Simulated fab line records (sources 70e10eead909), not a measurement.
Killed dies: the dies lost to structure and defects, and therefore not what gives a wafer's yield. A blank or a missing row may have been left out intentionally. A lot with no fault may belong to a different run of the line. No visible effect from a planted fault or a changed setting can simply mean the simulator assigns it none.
The tool behind it: which one?	flow nandHarc	6 lots, 18 wafers sampled, at 5 steps of a route of 1302

== WHAT EACH GAUGE READ, for each wafer ==
NHARC_END_SORT_01.
lot	measured	on	killedDies
L452	day 25 02:55	prober-02	53 50 66
L460	day 27 15:53	prober-02	69 61 31
L462	day 28 10:52	prober-02	65 47 61
L464	day 30 00:46	prober-02	57 68 677
L472	day 33 12:15	prober-02	35 32 32
L474	day 34 07:03	prober-02	75 100 89

== EACH LOT AND THE TOOL THAT RAN IT (in order: tool; ch and the chambers of the sampled wafers; start) ==
lot	NHARC_A_M1_PRE_CLEAN_30	NHARC_A_M1_DEP_33	NHARC_A_BONDPAD_ETCH_12	NHARC_A_BONDPAD_PRE_CLEAN_26
L452	pvdSputter-03, day 23 19:13 or earlier	pecvd-03 ch 1,2, day 23 19:13	rieDiel-09 ch 0,1, day 23 21:19	pvdSputter-02, day 25 02:55 or earlier
L460	pvdSputter-02, day 26 03:46 or earlier	pecvd-03 ch 0,1,2, day 26 03:46	rieDiel-04 ch 2,3, day 26 05:56	pvdSputter-03, day 27 15:53 or earlier
L462	pvdSputter-02, day 27 02:16 or earlier	pecvd-01 ch 0,1, day 27 02:16	rieDiel-04 ch 2,3, day 27 04:22	pvdSputter-03, day 28 10:52 or earlier
L464	pvdSputter-02, day 28 12:43 or earlier	pecvd-03 ch 0,1, day 28 12:43	rieDiel-04 ch 1,2,3, day 28 14:49	pvdSputter-02, day 30 00:46 or earlier
L472	pvdSputter-03, day 32 00:15 or earlier	pecvd-04 ch 0,1, day 32 00:15	rieDiel-04 ch 0,1,3, day 32 02:18	pvdSputter-01, day 33 12:15 or earlier
L474	pvdSputter-03, day 32 23:21 or earlier	pecvd-04 ch 0,1, day 32 23:21	rieDiel-09 ch 1,2,3, day 33 01:34	pvdSputter-02, day 34 07:03 or earlier
- NHARC_A_M1_PRE_CLEAN_30: time 30 s.
- NHARC_A_M1_DEP_33: deposits SiCN, target thk 30 nm.
- NHARC_A_BONDPAD_ETCH_12: etches the open film in CHF3/O2, target depth 220 nm, time 110 s.
- NHARC_A_BONDPAD_PRE_CLEAN_26: time 30 s.

== THE ANSWER, worked out from the rows above alone ==
Rule: the usual values come from the lots themselves. Put in order of their means at a reading, lots are off if they are a third of the lots or fewer, leave a main group of 4 or more, and stand apart from it by a gap of 3 or more times the standard deviation of the main group's means; of several such gaps the widest counts. The tables above print the reading to a certain number of digits; a main group whose means all agree to those digits is not used. A lot without any number at a reading at which 4 lots or more have one is off too. Where the step has rows for the other lots, those lots are counted as sound.
Off: L464, at NHARC_END_SORT_01 (killedDies). The main group: mean 58, standard deviation 18.
A tool fits if, at a process step before that reading, it ran every lot that is off, and no sound lot after the first of them. Gauges at NHARC_END_SORT_01: tried the same way as those tools. With no start given for some of its lots, NHARC_A_M1_PRE_CLEAN_30 uses the hours and lot order of NHARC_A_M1_DEP_33. With no start given for some of its lots, NHARC_A_BONDPAD_PRE_CLEAN_26 uses the hours and lot order of NHARC_END_SORT_01. Can't be told from this: 2 tools fit, pvdSputter-02 at NHARC_A_M1_PRE_CLEAN_30, pecvd-03 at NHARC_A_M1_DEP_33.

== WHAT THE SIMULATOR HAD PUT IN ==
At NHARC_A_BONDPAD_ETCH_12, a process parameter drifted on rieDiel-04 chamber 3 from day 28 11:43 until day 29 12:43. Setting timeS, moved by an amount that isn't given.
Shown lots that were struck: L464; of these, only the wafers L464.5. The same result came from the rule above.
